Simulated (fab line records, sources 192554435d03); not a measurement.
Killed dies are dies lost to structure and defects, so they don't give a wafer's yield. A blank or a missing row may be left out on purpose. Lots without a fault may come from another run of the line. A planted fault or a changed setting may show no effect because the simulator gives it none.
fab line records | flow n5_finfet
record lots=7 wafers=39
route steps=1938 shown HKMG_FIN@395
start_h: hours from the record's first day to the start of the lot's first wafer shown | wait_h: hours since the lot's step before | " the same as in the row above | L1.1+2: a row that stands for several wafers | - no value, or no start given | * or withheld: withheld | < > ~ a bound
route shown NAME@n: a module of which the file shows steps, and the number in the route of the first | usual: mean/standard deviation of fault-free wafers | same: alike in all rows | chamber/n: place in a boat | sites: the reading at each site | _std_site: their standard deviation | _edge_site: outer sites' mean less inner sites' | radius_mm: how far each site lies from the wafer's centre | mask NAME#n: copy n | behind: the tool/chamber that last shaped the wafer | hold: why the lot was held/for how many hours/how that ended | device: the transistor (n, p or np) that didn't switch | end of line: the same wafers' tests at the end of the route | a step without rows: its recipe alone | killed: dies lost to structure and defects at the first sort, not the wafer's yield | map: a wafer's dies, x killed, . not, _ none there
set.NAME: the setting as run; set.NAME@STEP: as run at that earlier step | model.NAME: the simulator's own value behind a step, which no gauge read
lots whose settings were changed on purpose; a table a step, a row a wafer
## steps
# step N5_HKMG_FIN_EXPOSE_46
# recipe mask_id=NDIPOLE na=1.35 source_shape=conventional sigma_outer=0.8 polarization=unpolarized dose_mj=40
# columns lot.wafer tool chamber start_h wait_h mask set.dose_mj
L074.1+4+6 arfi_scanner-02 0 71.52 - NDIPOLE#0 40
L074.2+3+5 " 0 " " NDIPOLE#0 42.82
L077.1+3+5 arfi_scanner-03 0 90.21 - NDIPOLE#0 40
L077.2+4+6 " 0 " " NDIPOLE#0 42.63
L079.1+2+3+4+5+6 arfi_scanner-03 0 101.28 - NDIPOLE#0 40
L080.1+2+3+4+5+6 arfi_scanner-03 0 113.22 - NDIPOLE#0 40
L083.4+5+6 arfi_scanner-02 0 133.68 - NDIPOLE#0 40
L092.1+5+6 arfi_scanner-03 0 183.78 - NDIPOLE#0 40
L092.2+3+4 " 0 " " NDIPOLE#0 38.63
L095.1+4+6 arfi_scanner-01 0 198.46 - NDIPOLE#0 40
L095.2+3+5 " 0 " " NDIPOLE#0 37.11
# step N5_HKMG_FIN_PEB_47
# recipe peb_temp_c=withheld peb_time_s=60 resist=CAR-ArF
# step N5_HKMG_FIN_DEVELOP_48
# recipe develop_time_s=30 developer=TMAH resist=CAR-ArF rinse_liquid=diw dry=air_spin dev_temp_c=23
# step N5_HKMG_FIN_CD_MEAS_49
# recipe target_cd_nm=202 landing_energy_ev=500 detector=se_inlens polarity=opening
# usual cd_nm=201.9/0.55
# columns lot.wafer tool chamber start_h wait_h set.dose_mj@HKMG_FIN_EXPOSE_46 cd_nm
L074.1 cd_sem-02 0 71.64 - 40 202.0
L074.2 " 0 " " 42.82 206.1
L074.3 " 0 " " 42.82 206.3
L074.4 " 0 " " 40 201.5
L074.5 " 0 " " 42.82 205.1
L074.6 " 0 " " 40 201.5
L077.1 cd_sem-02 0 90.33 - 40 202.3
L077.2 " 0 " " 42.63 206.5
L077.3 " 0 " " 40 202.8
L077.4 " 0 " " 42.63 206.8
L077.5 " 0 " " 40 202.7
L077.6 " 0 " " 42.63 206.8
L079.1 cd_sem-02 0 101.40 - 40 201.4
L079.2 " 0 " " 40 201.9
L079.3 " 0 " " 40 201.8
L079.4 " 0 " " 40 202.0
L079.5 " 0 " " 40 202.3
L079.6 " 0 " " 40 202.1
L080.1 cd_sem-03 0 113.34 - 40 202.4
L080.2 " 0 " " 40 201.7
L080.3 " 0 " " 40 202.4
L080.4 " 0 " " 40 202.0
L080.5 " 0 " " 40 202.3
L080.6 " 0 " " 40 202.3
L083.4 cd_sem-03 0 133.79 - 40 202.6
L083.5 " 0 " " 40 202.4
L083.6 " 0 " " 40 203.0
L092.1 cd_sem-03 0 183.91 - 40 202.4
L092.2 " 0 " " 38.63 200.3
L092.3 " 0 " " 38.63 199.2
L092.4 " 0 " " 38.63 199.9
L092.5 " 0 " " 40 201.7
L092.6 " 0 " " 40 202.0
L095.1 cd_sem-01 0 198.58 - 40 202.1
L095.2 " 0 " " 37.11 197.8
L095.3 " 0 " " 37.11 197.1
L095.4 " 0 " " 40 202.1
L095.5 " 0 " " 37.11 197.1
L095.6 " 0 " " 40 202.1
# step N5_HKMG_FIN_DESCUM_53
# recipe chemistry=O2 time_s=7.9 source_power_w=50 bias_power_w=20 pressure_mtorr=20 rf_frequency_hz=2.712e+07 temp_c=40 resist=CAR-ArF o2_flow_sccm=225
# step N5_HKMG_FIN_ETCH_54
# recipe chemistry=CF4 target=SiARC target_depth_a=455 mask_material=CAR-ArF time_s=75.8 ion_energy_ev=80 pressure_mtorr=40 source_w=545 bias_w=36 Ar_flow_sccm=100 cf4_flow_sccm=100 ends=cleared
# columns lot.wafer tool chamber start_h wait_h set.dose_mj@HKMG_FIN_EXPOSE_46 model.HKMG_FIN.cd_offset_nm
L074.1 rie_diel-01 0 72.05 0.0 40 -0.2
L074.2 " 2 " " 42.82 4.2
L074.3 " 3 " " 42.82 4.4
L074.4 " 1 " " 40 -0.4
L074.5 " 2 " " 42.82 3.4
L074.6 " 1 " " 40 -0.6
L077.1 rie_diel-01 2 90.46 0.0 40 0.4
L077.2+4 " 3,1 " " 42.63 4.6
L077.3 " 0 " " 40 0.8
L077.5 " 1 " " 40 0.6
L077.6 " 0 " " 42.63 5
L079.1 rie_diel-06 1 101.53 0.0 40 -0.6
L079.2+3 " 2,3 " " 40 -0.4
L079.4 " 3 " " 40 0
L079.5 " 1 " " 40 0.2
L079.6 " 2 " " 40 0.4
L080.1+4+5+6 rie_diel-01 0,3,1,0 113.46 0.0 40 0.4
L080.2 " 1 " " 40 -0.2
L080.3 " 2 " " 40 0.6
L083.4+5 rie_diel-06 1,3 133.90 0.0 40 0.6
L083.6 " 0 " " 40 1
L092.1 rie_diel-02 1 184.03 0.0 40 0.2
L092.2 " 2 " " 38.63 -1.6
L092.3+4 " 3,2 " " 38.63 -2.4
L092.5 " 3 " " 40 -0.2
L092.6 " 1 " " 40 0
L095.1 rie_diel-02 2 198.88 0.0 40 0.4
L095.2 " 0 " " 37.11 -4.4
L095.3 " 2 " " 37.11 -5
L095.4+6 " 0,2 " " 40 -0.2
L095.5 " 0 " " 37.11 -5.2
# step N5_HKMG_FIN_ETCH_55
# recipe chemistry=N2/H2 target=SOC target_depth_a=2400 temp_c=40 time_s=300 ion_energy_ev=200 mask_material=SiARC pressure_mtorr=30 source_w=840 bias_w=150 n2_flow_sccm=200 h2_flow_sccm=200
# columns lot.wafer tool chamber start_h wait_h set.dose_mj@HKMG_FIN_EXPOSE_46 model.HKMG_FIN.cd_offset_nm
L074.1+4 rie_diel-01 0,1 72.10 0.0 40 -0.4
L074.2 " 2 " " 42.82 4.2
L074.3 " 3 " " 42.82 4.8
L074.5 " 2 " " 42.82 3.4
L074.6 " 1 " " 40 -0.8
L077.1 rie_diel-01 2 90.51 0.0 40 0.4
L077.2 " 3 " " 42.63 5
L077.3+5 " 0,1 " " 40 0.6
L077.4 " 1 " " 42.63 4.6
L077.6 " 0 " " 42.63 4.8
L079.1+3 rie_diel-06 1,3 101.58 0.0 40 -0.6
L079.2 " 2 " " 40 -0.4
L079.4 " 3 " " 40 0.2
L079.5 " 1 " " 40 0
L079.6 " 2 " " 40 0.4
L080.1 rie_diel-01 0 113.52 0.0 40 0.2
L080.2 " 1 " " 40 -0.2
L080.3+4 " 2,3 " " 40 0.6
L080.5 " 1 " " 40 0
L080.6 " 0 " " 40 0.4
L083.4+5 rie_diel-06 1,3 133.96 0.0 40 0.8
L083.6 " 0 " " 40 1.6
L092.1 rie_diel-02 1 184.09 0.0 40 0.4
L092.2 " 2 " " 38.63 -1.2
L092.3 " 3 " " 38.63 -2
L092.4 " 2 " " 38.63 -1.8
L092.5 " 3 " " 40 0
L092.6 " 1 " " 40 -0.4
L095.1+6 rie_diel-02 2 198.96 0.1 40 0.4
L095.2+3 " 0,2 " " 37.11 -4.4
L095.4 " 0 " " 40 0
L095.5 " 0 " " 37.11 -5
## key
split step=N5_HKMG_FIN_EXPOSE_46 setting=dose_mj stated=40 by=wafer
response step=N5_HKMG_FIN_CD_MEAS_49 reading=cd_nm change=+0.63 per=1% r=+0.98
response step=N5_HKMG_FIN_ETCH_54 reading=model.HKMG_FIN.cd_offset_nm change=+0.642 per=1% r=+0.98
response step=N5_HKMG_FIN_ETCH_55 reading=model.HKMG_FIN.cd_offset_nm change=+0.649 per=1% r=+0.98
